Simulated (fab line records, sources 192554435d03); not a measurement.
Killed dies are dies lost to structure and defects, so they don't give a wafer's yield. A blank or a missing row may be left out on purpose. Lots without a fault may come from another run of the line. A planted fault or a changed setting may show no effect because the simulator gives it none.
Split-lot experiment | flow n5_finfet | 7 lots, 39 wafers read, on a route of 1938 steps

THE SPLIT
At N5_MOL_CONTACT_COAG_DESCUM_45 (chemistry O2, time 7 s), the setting time_s was moved away from the recipe's 7 s on 18 of the 39 wafers read, by -52.7% to +46.4%. The other wafers ran this setting at the recipe's value.

FROM THE SPLIT TO THE READING: what the file shows between them, 3 steps
- N5_MOL_CONTACT_COAG_ETCH_65: etches underlayer in N2/H2, target depth 13 nm, time 10.4 s
- N5_MOL_CONTACT_COAG_ETCH_66: etches SiARC in CF4, target depth 13 nm, time 21.7 s
- N5_MOL_CONTACT_COAG_ALD_133: deposits SiO2, target thk 5 nm, pulse time 1 s, co reactant pulse time 1 s

THE READING
CAR-EUV_of_MOL_CONTACT_COAG_COAT_34.thk_nm (the simulator's own value, which no gauge read), in nm, at N5_MOL_CONTACT_COAG_ETCHBACK_134 (etches SiO2 in CHF3, target depth 10 nm, time 6.7 s). The file gives no usual value for it. The 21 wafers here that ran the recipe average 15.6 nm, standard deviation 0.25 nm.

wafer  | tool, chamber at the split | time_s as run, s | against the recipe | CAR-EUV_of_MOL_CONTACT_COAG_COAT_34.thk_nm, nm | against lot-mates on the recipe
L074.2 | rie_diel-01, 2             | 7                | recipe             | 15.2                                           | -
L074.6 | rie_diel-01, 2             | 7                | recipe             | 15.2                                           | -
L074.3 | rie_diel-01, 1             | 7                | recipe             | 15.6                                           | -
L075.1 | rie_diel-04, 1,3,3         | 8.656            | +23.7%             | 14.8                                           | -0.6
L075.2 | rie_diel-04, 1,3,3         | 8.656            | +23.7%             | 14.8                                           | -0.6
L075.5 | rie_diel-04, 1,3,3         | 8.656            | +23.7%             | 14.8                                           | -0.6
L075.3 | rie_diel-04, 0,1,0         | 7                | recipe             | 15.4                                           | -
L075.4 | rie_diel-04, 0,1,0         | 7                | recipe             | 15.4                                           | -
L075.6 | rie_diel-04, 0,1,0         | 7                | recipe             | 15.4                                           | -
L082.1 | rie_diel-02, 2,3,1         | 3.31             | -52.7%             | 17.2                                           | +1.3
L082.2 | rie_diel-02, 0,1,0         | 7                | recipe             | 16                                             | -
L082.5 | rie_diel-02, 0,1,0         | 7                | recipe             | 16                                             | -
L082.3 | rie_diel-02, 2,3,1         | 3.31             | -52.7%             | 17.4                                           | +1.5
L082.6 | rie_diel-02, 2,3,1         | 3.31             | -52.7%             | 17.4                                           | +1.5
L082.4 | rie_diel-02, 0,1,0         | 7                | recipe             | 15.6                                           | -
L084.1 | rie_diel-02, 2             | 4.487            | -35.9%             | 16.8                                           | +0.9
L084.2 | rie_diel-02, 1,3           | 4.487            | -35.9%             | 16.8                                           | +0.9
L084.5 | rie_diel-02, 1,3           | 4.487            | -35.9%             | 16.8                                           | +0.9
L084.3 | rie_diel-02, 3,0           | 7                | recipe             | 15.6                                           | -
L084.4 | rie_diel-02, 3,0           | 7                | recipe             | 16                                             | -
L084.6 | rie_diel-02, 0             | 7                | recipe             | 16                                             | -
L087.1 | rie_diel-04, 3             | 9.404            | +34.3%             | 14.4                                           | -1.3
L087.5 | rie_diel-04, 2,0           | 9.404            | +34.3%             | 14.4                                           | -1.3
L087.2 | rie_diel-04, 0             | 7                | recipe             | 15.6                                           | -
L087.3 | rie_diel-04, 2,0           | 9.404            | +34.3%             | 14.2                                           | -1.5
L087.4 | rie_diel-04, 1             | 7                | recipe             | 15.8                                           | -
L087.6 | rie_diel-04, 1             | 7                | recipe             | 15.8                                           | -
L090.1 | rie_diel-02, 0,3,0         | 7                | recipe             | 15.8                                           | -
L090.4 | rie_diel-02, 0,3,0         | 7                | recipe             | 15.8                                           | -
L090.2 | rie_diel-02, 2             | 10.25            | +46.4%             | 13.8                                           | -1.9
L090.5 | rie_diel-02, 3             | 10.25            | +46.4%             | 13.8                                           | -1.9
L090.6 | rie_diel-02, 2             | 10.25            | +46.4%             | 13.8                                           | -1.9
L090.3 | rie_diel-02, 0,3,0         | 7                | recipe             | 15.4                                           | -
L093.1 | rie_diel-01, 2,3           | 7                | recipe             | 15.4                                           | -
L093.2 | rie_diel-01, 0             | 8.383            | +19.8%             | 14.4                                           | -1.1
L093.3 | rie_diel-01, 1,0           | 8.383            | +19.8%             | 15                                             | -0.5
L093.4 | rie_diel-01, 2,3           | 7                | recipe             | 15.6                                           | -
L093.5 | rie_diel-01, 1             | 7                | recipe             | 15.6                                           | -
L093.6 | rie_diel-01, 1,0           | 8.383            | +19.8%             | 14.6                                           | -0.9
Where a row lists several chambers, the file gives one row for several wafers and doesn't say which wafer went through which chamber.

THE FIT
A straight line over all 39 wafers: CAR-EUV_of_MOL_CONTACT_COAG_COAT_34.thk_nm changes by -0.0357 nm for each +1% of time_s; r = -0.97; the points scatter about the line by 0.22 nm.
The same after taking each lot's own level away (the mean of its wafers on the recipe; 39 wafers): -0.0328 nm for each +1%; r = -0.97; scatter 0.21 nm.
On that fit, the largest move of time_s shifts the reading by 1.7 nm.
The lots' own levels span 15.33 to 15.87 nm, that is 2.1 times the standard deviation above.
So the lot-to-lot level changes the slope little: the two slopes agree.
Check: with one of the wafers moved furthest among these (-52.7%) left out of the fit, the line predicts +1.69 nm for it against its lot-mates. It came out at +1.33 nm against them.

OTHER SPLITS ON THESE WAFERS
These wafers also went through other splits before the reading. Each is held against what the fit with the lots' levels taken away leaves over:
other split on the same wafers  | wafers away from the commonest value | r with CAR-EUV_of_MOL_CONTACT_COAG_COAT_34.thk_nm (lot level and that fit taken away)
N5_SD_EPI_N_ETCH_35 time_s      | 12                                   | +0.19
N5_HKMG_FIN_CVD_62 target_thk_a | 15                                   | +0.15

THE WHOLE CHAIN: every reading that the file lists as answering this split, in the file's order
step                             | what it does                                                | reading                                                                                     | change (the file's fit)                | r (the file's)
N5_MOL_CONTACT_COAG_DESCUM_45    | chemistry O2, time 7 s                                      | CAR-EUV_of_MOL_CONTACT_COAG_COAT_34.thk_nm (the simulator's own value, which no gauge read) | -0.0353 nm for each +1% of the setting | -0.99
N5_MOL_CONTACT_COAG_ETCH_65      | etches underlayer in N2/H2, target depth 13 nm, time 10.4 s | CAR-EUV_of_MOL_CONTACT_COAG_COAT_34.thk_nm (the simulator's own value, which no gauge read) | -0.0344 nm for each +1% of the setting | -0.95
N5_MOL_CONTACT_COAG_ETCHBACK_134 | etches SiO2 in CHF3, target depth 10 nm, time 6.7 s         | CAR-EUV_of_MOL_CONTACT_COAG_COAT_34.thk_nm (the simulator's own value, which no gauge read) | -0.0331 nm for each +1% of the setting | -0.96

THE FILE'S OWN FIT
CAR-EUV_of_MOL_CONTACT_COAG_COAT_34.thk_nm changes by -0.0331 nm for each +1% of time_s, r = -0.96.
